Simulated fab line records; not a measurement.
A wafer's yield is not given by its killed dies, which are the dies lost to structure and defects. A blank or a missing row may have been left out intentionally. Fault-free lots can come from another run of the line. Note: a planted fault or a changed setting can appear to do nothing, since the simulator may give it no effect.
fab line records    flow n5Finfet
[record] lots = 10  wafers = 29  lastDay = 17
route steps=1938 shown BEOL_M0_SAQP@640 BEOL_M4@1111 PASSIVATION@1936
lots that met no fault: from a run of the same line without faults
startH: hours from the record's opening day to when the first of the lot's shown wafers began    waitH: hours from the lot's prior step to this one    " as in the row above    L1.1+2: one row covering several wafers at once    - either no value or no given start    * or withheld: withheld    < > ~ a bound
route shown NAME@n: a module of which the file shows steps, and the number in the route of the first    usual: the fault-free wafers' mean and standard deviation    same: alike in all rows    chamber/n: place in a boat    sites: readings site by site    _std_site: the values' standard deviation    _edge_site: inner sites' mean taken away from outer sites' mean    radiusMm: for every site, how far away it sits from the centre of the wafer    mask NAME#n: copy n    behind: the tool/chamber that last shaped the wafer    hold: the reason the lot was held/the length of the hold in hours/how it ended    device: which transistor (n, p or np) failed to switch    end of line: the tests these same wafers got at the end of their route    a step with no rows: only its recipe    killed: the dies lost at the first sort to structure and to defects; this is not the yield of the wafer    map: a wafer's dies, x killed, . not, _ none there
set.NAME: setting as actually run; set.NAME@STEP: the setting as run at that earlier step    model.NAME: the simulator's own value behind a step, which no gauge read
a sample of lots followed through the steps of the route, with each step as a table and each wafer as a row
services: from which hour (startH, from the record's first day; less than 0 if before it) a tool's chamber was out of use, for how many hours, and why
[[steps]]
[step N5_BEOL_M0_SAQP_HM_DEP_111]
[recipe] material = SiO2  targetThkA = 120  tempC = 400  precursor = SiH4/N2O  pressureTorr = 0.75  rfW = 275  timeS = 7.2
[usual] heaterPowerW = 782/76  showerheadPlenumPTorr = 8.18/0.15
lot.wafer  tool      chamber  startH  waitH  heaterPowerW  showerheadPlenumPTorr
L976.1     pecvd-03  0        130.20  0.0    657           8.25
L976.2     "         1        "       "      732           8.38
L976.4     "         1        "       "      710           8.35
L978.2     pecvd-03  2        130.35  0.0    818           8.10
L978.3     "         1        "       "      710           8.38
L978.6     "         2        "       "      827           8.12
L981.2     pecvd-03  1        153.74  0.0    684           8.36
L981.5     "         0        "       "      696           8.26
L981.6     "         2        "       "      799           8.15
L982.1     pecvd-03  1        157.98  0.0    822           8.36
L982.2     "         2        "       "      887           8.13
L982.6     "         2        "       "      845           8.14
L983.4     pecvd-03  1        163.92  0.1    828           8.37
L983.5     "         0        "       "      722           8.25
L983.6     "         2        "       "      877           8.15
L984.2     pecvd-04  1        175.77  0.0    732           8.37
L984.4     "         2        "       "      692           8.21
L984.6     "         1        "       "      731           8.38
L985.1     pecvd-01  1        178.75  0.0    768           7.86
L985.5     "         0        "       "      723           8.08
L991.1     pecvd-01  1        209.76  0.0    732           7.87
L991.3     "         0        "       "      820           8.10
L991.6     "         0        "       "      815           8.10
L992.1     pecvd-01  1        219.70  0.0    738           7.87
L992.4     "         1        "       "      761           7.86
L992.5     "         0        "       "      824           8.09
L994.2     pecvd-01  1        233.49  0.0    640           7.87
L994.3     "         0        "       "      819           8.07
L994.6     "         2        "       "      911           7.95
[step N5_BEOL_M0_SAQP_ETCH_83]
[recipe] chemistry = CF4  target = SiARC  targetDepthA = 390  maskMaterial = CAR-ArF  timeS = 65  ionEnergyEv = 80  pressureMtorr = 40  sourceW = 545  biasW = 36  Ar_flow_sccm = 100  cf4FlowSccm = 100  ends = cleared
[usual] biasW = 36.01/0.11  drypumpMotorCurrentA = 5.7/0.41  etchRfOnTimeS = 64.8/1.3  oesProductAu = 0.68/0.071  rfVppV = 183.9/1.2  showerheadPlenumPTorr = 2.13/0.074  throttleValvePct = 15.64/0.23
lot.wafer  tool        chamber  startH  waitH  biasW  drypumpMotorCurrentA  etchRfOnTimeS  oesProductAu  rfHoursCounterH  rfVppV  showerheadPlenumPTorr  throttleValvePct
L976.1     rieDiel-02  0        131.01  0.0    36.04  5.0                   64.0           0.68          132              183.6   1.99                   15.69
L976.2     "           2        "       "      35.69  5.7                   65.5           0.59          208              183.8   2.13                   15.60
L976.4     "           3        "       "      35.93  5.4                   66.5           0.63          144              183.8   2.14                   15.62
L978.2     rieDiel-04  2        131.46  0.0    35.92  5.5                   67.7           0.57          239              186.0   2.21                   15.90
L978.3     "           1        "       "      36.01  6.2                   62.4           0.72          79               184.2   2.17                   15.51
L978.6     "           0        "       "      35.97  6.3                   66.2           0.68          -                182.7   2.01                   15.72
L981.2     rieDiel-03  2        154.18  0.0    36.05  5.7                   64.1           0.74          47               184.2   2.17                   15.53
L981.5     "           0        "       "      35.81  5.4                   64.7           0.63          -                183.2   2.15                   16.04
L981.6     "           2        "       "      35.90  5.7                   64.6           0.73          -                185.2   2.17                   15.54
L982.1     rieDiel-02  0        158.59  0.0    36.03  5.0                   64.5           0.68          141              182.1   1.99                   15.70
L982.2     "           1        "       "      36.05  5.2                   63.1           0.79          18               184.7   2.10                   15.15
L982.6     "           1        "       "      36.13  5.2                   63.2           0.79          -                183.0   2.10                   15.14
L983.4     rieDiel-02  3        164.47  0.0    36.20  5.5                   65.6           0.63          155              184.3   2.14                   15.64
L983.5     "           3        "       "      36.07  5.4                   65.0           0.63          -                185.2   2.14                   15.65
L983.6     "           0        "       "      36.02  5.0                   64.3           0.67          -                183.8   1.99                   15.71
L984.2     rieDiel-04  0        176.71  0.0    36.03  6.4                   66.3           0.66          113              181.3   2.01                   15.76
L984.4     "           1        "       "      36.03  6.2                   62.3           0.70          -                183.6   2.16                   15.55
L984.6     "           0        "       "      36.08  6.4                   66.9           0.66          -                181.6   2.01                   15.75
L985.1     rieDiel-02  2        179.30  0.0    35.97  5.8                   64.6           0.59          225              183.5   2.12                   15.61
L985.5     "           0        "       "      36.15  5.0                   64.2           0.67          -                179.8   1.98                   15.71
L991.1     rieDiel-04  3        210.71  0.0    36.01  6.0                   63.5           0.80          17               183.2   2.10                   15.42
L991.3     "           0        "       "      36.07  6.4                   66.7           0.65          125              182.4   2.00                   15.78
L991.6     "           3        "       "      36.06  6.0                   63.4           0.80          -                186.1   2.10                   15.42
L992.1     rieDiel-02  0        220.16  0.0    36.08  5.0                   63.4           0.66          160              182.5   1.98                   15.76
L992.4     "           2        "       "      36.12  5.8                   64.8           0.58          237              184.9   2.12                   15.64
L992.5     "           3        "       "      35.93  5.5                   64.8           0.62          -                183.7   2.13                   15.68
L994.2     rieDiel-03  1        234.42  0.0    35.78  5.8                   62.5           0.79          18               184.1   2.18                   15.39
L994.3     "           2        "       "      36.03  5.7                   65.4           0.70          73               184.9   2.16                   15.60
L994.6     "           2        "       "      35.92  5.7                   65.2           0.70          -                183.5   2.16                   15.58
[step N5_BEOL_M0_SAQP_RECESS_114]
[recipe] chemistry = HF/NH3  target = SiO2  targetDepthA = 144  afsCycles = 3  tempC = 30  sublimationTempC = 180  sublimationTimeS = 60
[usual] drypumpMotorCurrentA = 5.9/0.35  tempC = 30.01/0.096
[same] afsCycles = 3
lot.wafer  tool          chamber  startH  waitH  drypumpMotorCurrentA  tempC
L976.1     vaporEtch-02  1        132.15  0.7    6.5                   29.96
L976.2     "             0        "       "      5.6                   30.21
L976.4     "             0        "       "      5.6                   30.24
L978.2     vaporEtch-02  1        132.51  0.6    6.4                   29.88
L978.3     "             0        "       "      5.6                   29.98
L978.6     "             1        "       "      6.5                   29.92
L981.2     vaporEtch-01  0        154.66  0.0    5.8                   29.98
L981.5     "             0        "       "      5.7                   29.89
L981.6     "             1        "       "      5.7                   30.03
L982.1     vaporEtch-01  1        159.06  0.0    5.7                   30.02
L982.2     "             0        "       "      5.8                   29.95
L982.6     "             1        "       "      5.7                   30.07
L983.4     vaporEtch-01  1        165.10  0.1    5.7                   30.12
L983.5     "             0        "       "      5.7                   29.94
L983.6     "             1        "       "      5.7                   30.12
L984.2     vaporEtch-01  0        177.18  0.0    5.7                   30.09
L984.4     "             0        "       "      5.8                   29.92
L984.6     "             1        "       "      5.7                   30.17
L985.1     vaporEtch-02  0        179.78  0.0    5.5                   29.98
L985.5     "             1        "       "      6.4                   30.03
L991.1     vaporEtch-01  1        211.18  0.0    5.7                   29.96
L991.3     "             1        "       "      5.7                   29.93
L991.6     "             1        "       "      5.7                   29.91
L992.1     vaporEtch-02  1        220.63  0.0    6.5                   30.03
L992.4     "             0        "       "      5.6                   29.91
L992.5     "             1        "       "      6.5                   30.00
L994.2     vaporEtch-01  1        234.89  0.0    5.7                   30.01
L994.3     "             0        "       "      5.8                   29.87
L994.6     "             1        "       "      5.7                   30.00
[step N5_BEOL_M0_SAQP_STRIP_108]
[recipe] chemistry = N2/H2  powerW = 500  tempC = 40  pressureMtorr = 50  rfFrequencyHz = 6e+07  overashFraction = 0.3  biasPowerW = 28  h2Frac = 0.5  n2FlowSccm = 300  h2FlowSccm = 300
[usual] biasPowerW = 28.01/0.092  chamberPressureMTorr = 49.99/0.044  drypumpMotorCurrentA = 5.8/0.41  n2FlowSccm = 300.0/0.89  oesProductAu = 0.79/0.086  rfVppV = 121.9/1  showerheadPlenumPTorr = 3.34/0.12  tempC = 39.98/0.12  throttleValvePct = 18.89/0.26
lot.wafer  tool        chamber  startH  waitH  biasPowerW  chamberPressureMTorr  drypumpMotorCurrentA  n2FlowSccm  oesProductAu  rfHoursCounterH  rfVppV  showerheadPlenumPTorr  tempC  throttleValvePct
L976.1     rieDiel-04  2        135.45  0.0    28.05       49.97                 5.5                   301.2       0.67          240              124.1   3.43                   40.14  19.10
L976.2     "           0        "       "      27.85       50.06                 6.4                   298.7       0.79          96               120.9   3.12                   40.01  18.90
L976.4     "           1        "       "      28.21       50.00                 6.2                   300.0       0.82          81               122.6   3.40                   40.27  18.78
L978.2     rieDiel-04  1        135.83  0.0    27.79       49.93                 6.2                   300.3       0.82          81               121.9   3.40                   39.91  18.78
L978.3     "           0        "       "      28.03       50.10                 6.3                   299.2       0.81          96               122.3   3.12                   39.86  18.89
L978.6     "           2        "       "      28.05       50.05                 5.5                   299.1       0.67          -                121.1   3.43                   40.04  19.11
L981.2     rieDiel-04  1        156.66  0.0    -           -                     -                     -           -             -                -       -                      -      -
L981.5     "           0        "       "      -           -                     -                     -           -             -                -       -                      -      -
L981.6     "           1        "       "      -           -                     -                     -           -             -                -       -                      -      -
L982.1     rieDiel-04  1        161.04  0.0    -           -                     -                     -           -             -                -       -                      -      -
L982.2     "           0        "       "      -           -                     -                     -           -             -                -       -                      -      -
L982.6     "           1        "       "      -           -                     -                     -           -             -                -       -                      -      -
L983.4     rieDiel-04  3        167.22  0.0    -           -                     -                     -           -             -                -       -                      -      -
L983.5     "           0        "       "      -           -                     -                     -           -             -                -       -                      -      -
L983.6     "           1        "       "      -           -                     -                     -           -             -                -       -                      -      -
L984.2     rieDiel-04  0        179.09  0.0    28.19       50.01                 6.4                   299.9       0.78          115              120.7   3.11                   39.89  18.92
L984.4     "           3        "       "      28.00       50.06                 6.0                   299.9       0.97          -                122.9   3.30                   40.18  18.44
L984.6     "           0        "       "      28.01       50.08                 6.4                   299.7       0.78          -                121.0   3.11                   39.84  18.94
L985.1     rieDiel-04  0        182.77  0.0    28.09       49.98                 6.3                   300.6       0.77          115              120.5   3.11                   39.95  18.92
L985.5     "           1        "       "      28.03       50.02                 6.2                   300.8       0.79          -                122.6   3.39                   39.87  18.80
L991.1     rieDiel-03  1        213.28  0.0    28.00       50.02                 5.8                   300.8       0.94          11               121.0   3.45                   40.13  19.02
L991.3     "           0        "       "      28.02       50.01                 5.4                   300.5       0.71          196              122.4   3.33                   39.82  19.52
L991.6     "           3        "       "      27.87       50.02                 6.3                   300.2       0.80          -                122.6   3.51                   39.82  18.53
L992.1     rieDiel-04  2        222.69  0.0    28.11       49.89                 5.5                   300.0       0.95          11               121.8   3.42                   39.98  18.75
L992.4     "           3        "       "      28.06       50.04                 6.0                   299.8       0.93          20               122.1   3.29                   39.95  18.45
L992.5     "           2        "       "      27.96       49.95                 5.5                   299.7       0.96          -                123.4   3.42                   39.86  18.75
L994.2     rieDiel-03  3        237.20  0.0    28.04       50.01                 6.3                   301.2       0.80          120              123.0   3.51                   40.06  18.54
L994.3     "           2        "       "      28.06       50.02                 5.7                   300.2       0.84          74               123.7   3.40                   40.18  18.85
L994.6     "           0        "       "      28.07       50.03                 5.4                   299.5       0.71          -                121.7   3.33                   39.80  19.53
[step N5_BEOL_M4_RC_MEAS_101]
[usual] DIBL_N = 36.0/1.7  DIBL_P = 36.2/2.3  IOFF_N = 0.16/0.03  IOFF_P = 0.21/0.036  ION_N = 679/11  ION_P = 465/7.1  SS_N = 71.4/0.58  SS_P = 73.3/0.75  VT_N = 249/3.1  VT_P = -251/3.5
lot.wafer  tool       chamber  startH  waitH  DIBL_N[mV/V]  DIBL_P[mV/V]  IOFF_N[nA/um]  IOFF_P[nA/um]  ION_N[uA/um]  ION_P[uA/um]  SS_N[mV/dec]  SS_P[mV/dec]  VT_N[mV]  VT_P[mV]
L976.1     prober-01  0        195.63  0.0    35.6          34.1          0.13           0.19           674           466           70.8          73.0          251       -250
L976.2     "          0        "       "      35.3          33.5          0.13           0.18           663           456           70.8          74.0          251       -252
L976.4     "          0        "       "      34.7          32.8          0.12           0.17           664           458           70.5          72.7          250       -253
L978.2     prober-01  0        206.58  0.2    34.5          36.6          0.17           0.26           682           477           70.6          72.9          245       -245
L978.3     "          0        "       "      35.3          36.7          0.18           0.25           685           473           71.1          72.7          245       -245
L978.6     "          0        "       "      32.5          32.8          0.12           0.18           666           460           70.1          71.6          253       -249
L985.1     prober-01  0        250.71  0.0    33.8          34.2          0.14           0.20           687           469           71.0          72.1          248       -251
L985.5     "          0        "       "      33.5          33.8          0.14           0.19           684           473           70.9          73.0          249       -251
L984.2     prober-02  0        251.29  0.2    36.8          38.0          0.16           0.26           673           465           72.1          73.9          251       -247
L984.4     "          0        "       "      38.4          40.1          0.21           0.29           687           475           72.0          74.0          247       -244
L984.6     "          0        "       "      36.1          37.2          0.16           0.24           685           473           70.6          72.9          247       -249
L991.1     prober-01  0        267.34  0.0    36.2          35.9          0.15           0.17           675           463           70.9          73.1          249       -255
L991.3     "          0        "       "      34.1          33.0          0.11           0.14           664           456           71.0          72.5          254       -258
L991.6     "          0        "       "      34.0          33.6          0.11           0.15           664           462           70.4          71.6          254       -254
L992.1     prober-02  0        280.22  0.0    39.7          41.2          0.23           0.28           703           477           72.0          73.9          244       -247
L992.4     "          0        "       "      36.6          37.7          0.15           0.22           672           469           71.9          73.8          249       -250
L992.5     "          0        "       "      36.5          37.4          0.15           0.20           681           469           71.9          72.5          249       -250
L994.2     prober-02  0        306.69  0.2    36.4          37.7          0.16           0.22           681           469           71.8          73.6          249       -251
L994.3     "          0        "       "      37.2          38.2          0.18           0.23           680           464           71.8          74.4          249       -252
L994.6     "          0        "       "      38.1          39.5          0.20           0.25           699           476           71.8          74.7          245       -249
[step N5_PASSIVATION_PROBE_49]
[usual] defectLimitedYield = 91.3/1.5  killed_at_M0_to_M3 = 31/11  killed_at_M4_up = 14/5.1  killedAtContacts = 12/5.6  killedAtFrontEnd = 42/12  killedAtOther = 3.8/2.9  killedDies = 103/18  killedOnRim = 14/4.5  killedOpen = 67/14  killedShort = 33/8  sort_bin_5_function = 5.1/1  sort_bin_6_memory = 3.2/0.75  sortNPass = 1077/18  sortYieldPct = 91.3/1.5
[same] grossDies = 1180  killedAtBackSide = 0  sort_bin_4_leakage[%] = 0  sort_bin_8_speed[%] = 0
lot.wafer  tool       chamber  startH  waitH  defectLimitedYield[%]  killed_at_M0_to_M3  killed_at_M4_up  killedAtContacts  killedAtFrontEnd  killedAtOther  killedDies  killedOnRim  killedOpen  killedShort  sort_bin_5_function[%]  sort_bin_6_memory[%]  sortNPass  sortYieldPct[%]
L976.1     prober-01  -        306.22  0.0    92.6                   26                  12               7                 34                8              87          13           53          33           4.7                     2.5                   1093       92.6
L976.2     prober-01  -        306.27  0.1    90.7                   34                  10               5                 55                6              110         19           73          33           5.8                     3.3                   1070       90.7
L976.4     prober-01  -        306.37  0.2    88.0                   28                  8                20                81                5              142         25           82          48           6.5                     4.3                   1038       88.0
L978.2     prober-02  -        314.68  0.1    89.7                   33                  19               10                57                2              121         19           80          37           5.5                     4.2                   1059       89.7
L978.3     prober-02  -        314.73  0.2    90.7                   20                  13               16                60                1              110         15           73          34           4.9                     4.0                   1070       90.7
L978.6     prober-02  -        314.88  0.3    89.8                   47                  20               5                 47                1              120         18           69          50           5.9                     3.9                   1060       89.8
L982.1     prober-01  -        326.26  0.0    0                      1107                20               15                31                7              1180        152          65          42           96.1                    3.7                   0          0
L982.2     prober-01  -        326.31  0.1    0                      1092                22               11                54                1              1180        152          82          41           94.5                    4.8                   0          0
L982.6     prober-01  -        326.51  0.3    0                      1112                13               10                44                1              1180        152          64          33           96.1                    3.5                   0          0
L981.2     prober-01  -        339.47  0.1    0                      1100                15               11                50                4              1180        152          73          22           96.4                    3.2                   0          0
L981.5     prober-01  -        339.62  0.2    0                      1117                12               9                 36                6              1180        152          49          31           97.2                    2.5                   0          0
L981.6     prober-01  -        339.67  0.3    0                      1109                16               8                 44                3              1180        152          64          29           96.3                    3.4                   0          0
L983.4     prober-02  -        349.86  2.6    0                      1111                12               7                 44                6              1180        152          45          31           97.2                    2.7                   0          0
L983.5     prober-02  -        349.91  2.6    0                      1104                21               4                 39                12             1180        152          58          30           96.6                    3.1                   0          0
L983.6     prober-02  -        349.96  2.7    0                      1112                14               9                 42                3              1180        152          50          30           96.9                    2.9                   0          0
L994.2     prober-01  -        407.40  0.1    86.8                   52                  19               26                55                4              156         17           106         48           8.4                     4.6                   1024       86.8
L994.3     prober-01  -        407.45  0.1    89.2                   22                  17               30                47                12             128         20           76          49           6.9                     3.4                   1052       89.2
L994.6     prober-01  -        407.60  0.3    90.3                   38                  14               23                37                3              115         12           85          29           6.4                     3.2                   1065       90.3
// killed by level:class
L976.1 STI_FIN_REVEAL:geometricParticle:open=13 BEOL_M3:geometricParticle:short=9 FIN_SAQP:geometricParticle:open=8 BEOL_M5:geometricParticle:open=6 MOL_CONTACT_COAG:geometricParticle:open=5 BEOL_M0_SAQP:geometricParticle:open=5 BEOL_M0_SAQP:geometricParticle:short=4 BEOL_M2:geometricParticle:open=4
L976.2 FIN_SAQP:geometricParticle:open=21 STI_FIN_REVEAL:geometricParticle:open=10 FIN_SAQP:geometricParticle:short=9 BEOL_M0_SAQP:geometricParticle:short=8 BEOL_M2:geometricParticle:open=7 BEOL_M4:geometricParticle:open=7 BEOL_M3:geometricParticle:open=6 STARTING-WAFER:geometricParticle:short=5
L976.4 STI_FIN_REVEAL:geometricParticle:open=21 MOL_CONTACT_COAG:geometricParticle:open=16 FIN_SAQP:geometricParticle:short=13 BEOL_M2:geometricParticle:open=9 HKMG_FIN:areaEtch=8 FIN_SAQP:geometricParticle:open=6 STI_FIN_REVEAL:geometricParticle:short=6 BEOL_M0_SAQP:geometricParticle:short=6
L978.2 STI_FIN_REVEAL:geometricParticle:open=26 BEOL_M0_SAQP:geometricParticle:open=14 MOL_CONTACT_COAG:geometricParticle:open=10 FIN_SAQP:geometricParticle:short=9 BEOL_M0_SAQP:geometricParticle:short=5 BEOL_M1:geometricParticle:open=5 GATE_CUT:geometricParticle:short=4 BEOL_M5:geometricParticle:open=4
L978.3 STI_FIN_REVEAL:geometricParticle:open=16 MOL_CONTACT_COAG:geometricParticle:open=16 FIN_SAQP:geometricParticle:short=10 FIN_SAQP:geometricParticle:open=9 BEOL_M0_SAQP:geometricParticle:open=6 BEOL_M4:geometricParticle:open=6 BEOL_M1:geometricParticle:open=5 BEOL_M0_SAQP:geometricParticle:short=5
L978.6 BEOL_M0_SAQP:geometricParticle:short=15 BEOL_M0_SAQP:geometricParticle:open=14 FIN_SAQP:geometricParticle:short=9 GATE_CUT:geometricParticle:short=9 BEOL_M4:geometricParticle:open=9 BEOL_M1:geometricParticle:open=8 STI_FIN_REVEAL:geometricParticle:open=8 FIN_SAQP:geometricParticle:open=7
L982.1 BEOL_M0_SAQP:areaRemove=1039 BEOL_M0_SAQP:areaAld=34 MOL_CONTACT_COAG:geometricParticle:open=14 BEOL_M0_SAQP:geometricParticle:short=14 BEOL_M3:geometricParticle:open=7 BEOL_M0_SAQP:geometricParticle:open=6 FIN_SAQP:geometricParticle:short=5 FIN_SAQP:geometricParticle:open=5
L982.2 BEOL_M0_SAQP:areaRemove=967 BEOL_M0_SAQP:areaAld=85 BEOL_M0_SAQP:geometricParticle:short=14 STI_FIN_REVEAL:geometricParticle:open=13 BEOL_M0_SAQP:geometricParticle:open=11 MOL_CONTACT_COAG:geometricParticle:open=8 BEOL_M4:geometricParticle:open=7 BEOL_M5:geometricParticle:open=7
L982.6 BEOL_M0_SAQP:areaRemove=1049 BEOL_M0_SAQP:areaAld=34 STI_FIN_REVEAL:geometricParticle:open=10 MOL_CONTACT_COAG:geometricParticle:open=8 BEOL_M4:geometricParticle:open=8 BEOL_M0_SAQP:geometricParticle:open=7 FIN_SAQP:geometricParticle:open=6 FIN_SAQP:geometricParticle:short=6
L981.2 BEOL_M0_SAQP:areaRemove=1048 BEOL_M0_SAQP:areaAld=37 FIN_SAQP:geometricParticle:open=15 MOL_CONTACT_COAG:geometricParticle:open=10 STI_FIN_REVEAL:geometricParticle:open=8 GATE_CUT:geometricParticle:short=6 BEOL_M2:geometricParticle:open=6 FIN_SAQP:geometricParticle:short=5
L981.5 BEOL_M0_SAQP:areaRemove=1009 BEOL_M0_SAQP:areaAld=91 FIN_SAQP:geometricParticle:short=11 DUMMY_GATE:geometricParticle:open=9 MOL_CONTACT_COAG:geometricParticle:open=6 BEOL_M5:geometricParticle:open=6 STI_FIN_REVEAL:geometricParticle:open=4 BEOL_M0_SAQP:geometricParticle:open=4
L981.6 BEOL_M0_SAQP:areaRemove=1061 BEOL_M0_SAQP:areaAld=26 FIN_SAQP:geometricParticle:open=15 FIN_SAQP:geometricParticle:short=13 BEOL_M1:geometricParticle:open=11 MOL_CONTACT_COAG:geometricParticle:open=8 BEOL_M4:geometricParticle:open=8 GATE_CUT:geometricParticle:open=6
L983.4 BEOL_M0_SAQP:areaRemove=1079 BEOL_M0_SAQP:areaAld=24 FIN_SAQP:geometricParticle:open=8 FIN_SAQP:geometricParticle:short=6 STI_FIN_REVEAL:geometricParticle:open=6 GATE_CUT:geometricParticle:short=6 MOL_CONTACT_COAG:geometricParticle:open=6 DUMMY_GATE:geometricParticle:short=4
L983.5 BEOL_M0_SAQP:areaRemove=993 BEOL_M0_SAQP:areaAld=97 FIN_SAQP:geometricParticle:open=8 DUMMY_GATE:geometricParticle:open=8 FIN_SAQP:geometricParticle:short=7 BEOL_M4:geometricParticle:open=7 BEOL_M5:geometricParticle:open=6 PAD_METAL:geometricParticle:short=4
L983.6 BEOL_M0_SAQP:areaRemove=1074 BEOL_M0_SAQP:areaAld=25 FIN_SAQP:geometricParticle:open=11 FIN_SAQP:geometricParticle:short=9 MOL_CONTACT_COAG:geometricParticle:open=8 DUMMY_GATE:geometricParticle:open=4 BEOL_M1:geometricParticle:open=4 BEOL_M4:geometricParticle:open=4
L994.2 FIN_SAQP:geometricParticle:open=21 MOL_CONTACT_COAG:geometricParticle:open=20 FIN_SAQP:geometricParticle:short=14 BEOL_M4:geometricParticle:open=14 BEOL_M2:geometricParticle:open=11 BEOL_M3:geometricParticle:open=11 BEOL_M0_SAQP:geometricParticle:open=8 BEOL_M2:geometricParticle:short=8
L994.3 MOL_CONTACT_COAG:geometricParticle:open=18 FIN_SAQP:geometricParticle:short=14 FIN_SAQP:geometricParticle:open=13 MOL_CONTACT_COAG:geometricParticle:short=12 PAD_METAL:geometricParticle:open=7 GATE_CUT:geometricParticle:short=6 BEOL_M3:geometricParticle:open=6 BEOL_M1:geometricParticle:open=5
L994.6 MOL_CONTACT_COAG:geometricParticle:open=20 BEOL_M2:geometricParticle:open=14 FIN_SAQP:geometricParticle:open=13 FIN_SAQP:geometricParticle:short=13 BEOL_M3:geometricParticle:open=8 BEOL_M1:geometricParticle:open=7 BEOL_M4:geometricParticle:open=5 BEOL_M0_SAQP:geometricParticle:open=4
[[services]]
tool          chamber  startH  hours  kind
pecvd-03      1        110.42  2.1    scheduledDown
pecvd-03      -        122.25  2.5    repair
pecvd-01      -        132.82  0.8    repair
pecvd-03      -        133.85  2.2    repair
rieDiel-04    3        136.92  -      clean
rieDiel-04    3        136.92  -      consumableReplace:focusRing
rieDiel-04    3        136.92  28.0   scheduledDown
rieDiel-04    3        136.92  28.0   ventCycle
vaporEtch-02  -        137.77  0.8    repair
pecvd-04      -        144.83  28.1   pm
rieDiel-03    1        144.94  3.3    repair
rieDiel-03    1        148.25  -      clean
rieDiel-03    1        148.25  -      consumableReplace:esc
rieDiel-03    1        148.25  -      consumableReplace:focusRing
rieDiel-04    2        165.08  -      clean
rieDiel-04    2        165.08  -      consumableReplace:focusRing
rieDiel-04    2        165.08  20.6   scheduledDown
rieDiel-04    2        165.08  20.6   ventCycle
pecvd-01      -        167.36  1.7    repair
pecvd-03      1        184.01  5.0    scheduledDown
rieDiel-02    -        197.02  0.7    repair
pecvd-01      -        200.16  2.8    pm
rieDiel-02    1        204.40  10.7   repair
vaporEtch-01  -        227.82  2.8    pm
[[key]]
[firstSign] step = N5_BEOL_M0_SAQP_STRIP_108  reading = toolRecord  direction = missing
[effect] step = N5_PASSIVATION_PROBE_49  reading = killed_at_M0_to_M3  direction = up  sigmas = 99+  usual = 31  struck = 1107
[moreKillsBornAt] N5_BEOL_M0_SAQP_MANDREL2_REMOVE_110@rieSi-02 = 6201  N5_BEOL_M0_SAQP_MANDREL2_REMOVE_110@rieSi-04 = 3118
metAt N5_BEOL_M0_SAQP_STRIP_108
struckLots L981,L982,L983
laterRowsLeftOut L981.2,L981.5,L981.6,L982.1,L982.2,L982.6,L983.4,L983.5,L983.6
notActingAt N5_BEOL_M0_SAQP_HM_DEP_111,N5_BEOL_M0_SAQP_ETCH_83,N5_BEOL_M0_SAQP_RECESS_114
onsetBetween 135.83 156.66
[fault] kind = skippedStepWhole  tool = rieDiel-04  chamber = -  onsetH = 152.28  steps = N5_BEOL_M0_SAQP_STRIP_108  scope = struckLotsOnly
// laterRowsLeftOut: the simulator's readings of these wafers behind a module that went badly wrong aren't trusted and aren't shown, but for the sort
